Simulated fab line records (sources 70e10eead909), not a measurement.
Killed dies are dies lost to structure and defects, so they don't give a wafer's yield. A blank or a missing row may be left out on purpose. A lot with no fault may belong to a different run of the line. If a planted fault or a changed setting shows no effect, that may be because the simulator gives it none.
A lot that was struck, set against a sound lot + flow nand-harc + 39 out of 1302 route steps
Sound: the wafers L353.1, L353.4, L353.6. Wafers struck: L359.1, L359.3, L359.5. At the end, the cause is stated.
For every step that has rows: the tool of each side, followed by ch and its chambers, followed by its first start. Under that, the readings that differ: sound wafers + struck wafers + difference of the means + sigmas: that difference in standard deviations of wafers without a fault.
alike: a reading whose means differ by less than 2 such deviations, as well as words and numbers matching on both sides. not compared: withheld readings; readings where some wafer has no value; bounds like >300 that might hide an equal value; numbers whose values overlap and for which the record gives no deviation.
A row with sigmas, a row that says differs or no value, or rows on one side alone: a step with any of these is where the two part. Numbers that have no deviation but don't overlap get no sigmas and don't part them. A reading that every wafer of one side lacks parts them only if that side has two wafers or more.

first, 4 steps without rows for these wafers: NHARC_A_BONDPAD_HARDBAKE_10 (time 65 s); NHARC_A_BONDPAD_DESCUM_11 (chemistry O2, time 3 s); NHARC_A_BONDPAD_ETCH_34 (etches the open film in N2/H2, target depth 60 nm, overetch 18 nm, time 65.91 s); NHARC_A_BONDPAD_ETCH_12 (etches the open film in CHF3/O2, target depth 220 nm, time 110 s).
NHARC_A_BONDPAD_CD_MEAS_13:
  sound: cd-sem-02 at day 23 15:48; struck: cd-sem-01 at day 26 05:29
  alike: cd-nm
NHARC_A_BONDPAD_STRIP_15: strips in O2.
  sound on rie-diel-04 ch 0,1, day 23 15:54; struck on rie-diel-04 ch 1,2, day 26 05:34
  alike: drypump-motor-current-A, oes-product-au, rf-vpp-V, showerhead-plenum-p-Torr, throttle-valve-pct
  not compared: rf-hours-counter-h
then, 3 steps without rows for these wafers: NHARC_A_BONDPAD_ETCH_24 (etches the open film in CF4/N2, target depth 30 nm, time 72.99 s); NHARC_A_BONDPAD_STRIP_16 (strips in post etch residue remover, time 600 s); NHARC_A_BONDPAD_DEGAS_25 (time 60 s).
NHARC_A_BONDPAD_PRE_CLEAN_26: time 30 s.
  sound on pvd-sputter-03; struck on pvd-sputter-02
  alike: heater-power-w
NHARC_A_BONDPAD_PVD_17: deposits TaN, target thk 5 nm, time 8.06 s.
  sound on pvd-sputter-03; struck on pvd-sputter-02
  alike: throttle-valve-pct
NHARC_A_BONDPAD_PVD_27: deposits Cu, target thk 30 nm, time 20.49 s.
  sound on pvd-sputter-03; struck on pvd-sputter-02
  alike: throttle-valve-pct
NHARC_A_BONDPAD_ECD_18: material Cu, target thk 400 nm.
  sound on ecd-cu-02 ch 0,1, day 23 16:53; struck on ecd-cu-01 ch 0,1, day 26 06:29
then, 2 steps without rows for these wafers: NHARC_A_BONDPAD_ANNEAL_28 (time 90 s); NHARC_A_BONDPAD_CMP_19 (polishes, t overpolish 30 s, cu recess touch 16 s, target thk 169.82 nm).
NHARC_A_BONDPAD_THK_MEAS_20: measures by xrf.
  sound: film-metro-02 at day 23 17:53; struck: film-metro-02 at day 26 07:32
| reading     | sound             | struck            | difference | sigmas |
|-------------|-------------------|-------------------|------------|--------|
| thk-nm (nm) | 166.5 166.6 167.1 | 168.2 171.9 170.0 | +3.3       | +2     |
then, 6 steps without rows for these wafers: NHARC_A_BONDPAD_SRD_21 (time 30 s, dry time 20 s); NHARC_HYBRID_BOND_ACTIVATE_00 (chemistry N2, time 60 s); NHARC_HYBRID_BOND_PRECLEAN_01 (cleans in DIW, time 300 s); NHARC_HYBRID_BOND_SRD_02 (time 30 s, dry time 20 s); NHARC_HYBRID_BOND_BOND_03; NHARC_HYBRID_BOND_ANNEAL_04 (time 7200 s).
NHARC_HYBRID_BOND_OVL_MEAS_05:
  sound: overlay-02 at day 24 07:40; struck: overlay-02 at day 26 17:11
  alike: overlay-x-nm, overlay-y-nm
after that, 1 step had no rows for these wafers: NHARC_THIN_TSV_GRIND_00.
NHARC_THIN_TSV_CMP_01: polishes.
  sound on cmp-02 ch 0,1,2, day 24 10:19; struck on cmp-03 ch 1,3, day 26 18:39
  alike: motor-current-A
  not compared: pad-life-wafers
NHARC_THIN_TSV_THK_MEAS_02: measures by ir.
  sound: film-metro-02 at day 24 10:33; struck: film-metro-01 at day 26 18:55
  alike: thk-nm
then, 12 steps without rows for these wafers: NHARC_THIN_TSV_SRD_03; NHARC_THIN_TSV_PRECLEAN_41 (cleans in SC1); NHARC_THIN_TSV_SRD_42; NHARC_THIN_TSV_DEP_43 (deposits SiO2, target thk 1328.5 nm); NHARC_THIN_TSV_DEHYDRATE_04 (time 120 s); NHARC_THIN_TSV_HMDS_05 (time 30 s); NHARC_THIN_TSV_COAT_06; NHARC_THIN_TSV_SOFTBAKE_07 (time 95 s); NHARC_THIN_TSV_EBR_08; NHARC_THIN_TSV_EXPOSE_09 (exposes mask TSV); NHARC_THIN_TSV_PEB_10 (peb time 85 s); NHARC_THIN_TSV_DEVELOP_11 (time 70 s).
NHARC_END_SORT_01:
  only the struck wafers appear in the record here, on prober-02 ch 0 at day 27 11:13; the sound ones have no rows

== WHERE THEY PART ==
At NHARC_A_BONDPAD_THK_MEAS_20 first; at NHARC_END_SORT_01 last (within this record only).

WHY: the cause the simulator had injected
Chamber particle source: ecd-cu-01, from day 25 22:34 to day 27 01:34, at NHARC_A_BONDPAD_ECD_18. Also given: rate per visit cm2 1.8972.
